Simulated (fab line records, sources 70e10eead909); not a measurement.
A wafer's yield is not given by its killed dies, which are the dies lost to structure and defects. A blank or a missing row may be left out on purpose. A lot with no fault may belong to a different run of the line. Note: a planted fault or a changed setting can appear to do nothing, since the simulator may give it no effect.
Problem report in the 8D (eight disciplines) form, filled by code | flow nand_harc | the parts of the form that need people (team, actions taken, sign-off) are left out

== 1. WHAT WENT WRONG ==
Mean of killed_at_array at NHARC_END_SORT_01: 100 across 6 wafers in 2 lots; on wafers with no fault it is 27 (standard deviation 12). Measured from the usual mean, that is +6.1 standard deviations.
Earliest sighting: wafer L916.1 on prober-01 at day 24 11:00. Wafers with a number at this step in the record: 6, from 2 lots. By rule, "out" or "out of limits" means more than 4 standard deviations away from the usual mean. The rest of the wafers with a number are treated as sound.

== 2. WHAT IT IS AND WHAT IT IS NOT ==
question                    | is                           | is not
which readings at this step | killed_at_array, killed_dies | killed_at_other, killed_at_periphery, killed_open, killed_short
which lots                  | L913, L916                   | -
which wafers of those lots  | all that have a number       | -
read on which gauges        | prober-01, prober-02         | -
when                        | from day 24 11:00            | up to then (0 sound wafers)

== 3. WHAT RULES OUT EACH SUSPECT ==
Counting: a tool stays on the suspect list if, at a process step up to the reading, it processed all lots that are out and no sound lot following the first of them.
- the gauge at NHARC_END_SORT_01 has been ruled out. 2 gauges (prober-01, prober-02) read the wafers that are out.
- rie_diel-08 at NHARC_A_CONTACT_ETCH_90 (etches the open film in CH3F/O2, target depth 40 nm, time 85.7 s): kept. It ran every lot that is out, first L913 (day 20 18:35), and no sound lot after that.
- rtp_anneal-02 at NHARC_A_BONDPAD_ANNEAL_28 (time 90 s): kept. It ran every lot that is out, first L913 (day 23 06:10), and no sound lot after that.
- rie_diel-01 at NHARC_THIN_TSV_ETCHBACK_48 (etches the open film in C4F8/Ar, target depth 1028.5 nm, time 405.17 s): kept. It ran every lot that is out, first L913 (day 23 22:02), and no sound lot after that.
Still standing after the count: rie_diel-08 at NHARC_A_CONTACT_ETCH_90, rtp_anneal-02 at NHARC_A_BONDPAD_ANNEAL_28, rie_diel-01 at NHARC_THIN_TSV_ETCHBACK_48.

== 4. THE CAUSE (what the simulator had put in) ==
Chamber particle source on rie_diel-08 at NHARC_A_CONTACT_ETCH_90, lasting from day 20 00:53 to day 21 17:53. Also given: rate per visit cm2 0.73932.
Of the 3 suspects that counting leaves, this tool is one.

== 5. SEQUENCE OF EFFECTS, ordered by route ==
Each row: a reading whose mean over the struck wafers that have a number lies more than 3 standard deviations from the usual. Scope: only readings with a usual standard deviation given in the record; hours: median across lots of the time from each lot's start at the first step in this table that gives one to its start at this step; sigmas: change in usual standard deviations.
hours | step              | reading         | usual | on struck wafers | change | sigmas
0     | NHARC_END_SORT_01 | killed_at_array | 27    | 100              | +74    | +6.1
0     | NHARC_END_SORT_01 | killed_dies     | 31    | 103              | +72    | +6.0

== 6. WHAT WOULD HAVE CAUGHT IT SOONER ==
Counted from the fault's start at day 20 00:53, it took 106 hours until the first out-of-limits reading at a measuring or inspecting step in this record, taken at day 24 11:00.
An alarm limit of 4 standard deviations would not have fired on the tool readings at NHARC_A_CONTACT_ETCH_90 for which the record gives a usual standard deviation, since none of them was out on any struck wafer.
By day 24 11:00 the whole set of lots that are out, 2 in number, had already begun NHARC_A_CONTACT_ETCH_90 on rie_diel-08. Had the tool been put on hold then, not one of them would have been saved.
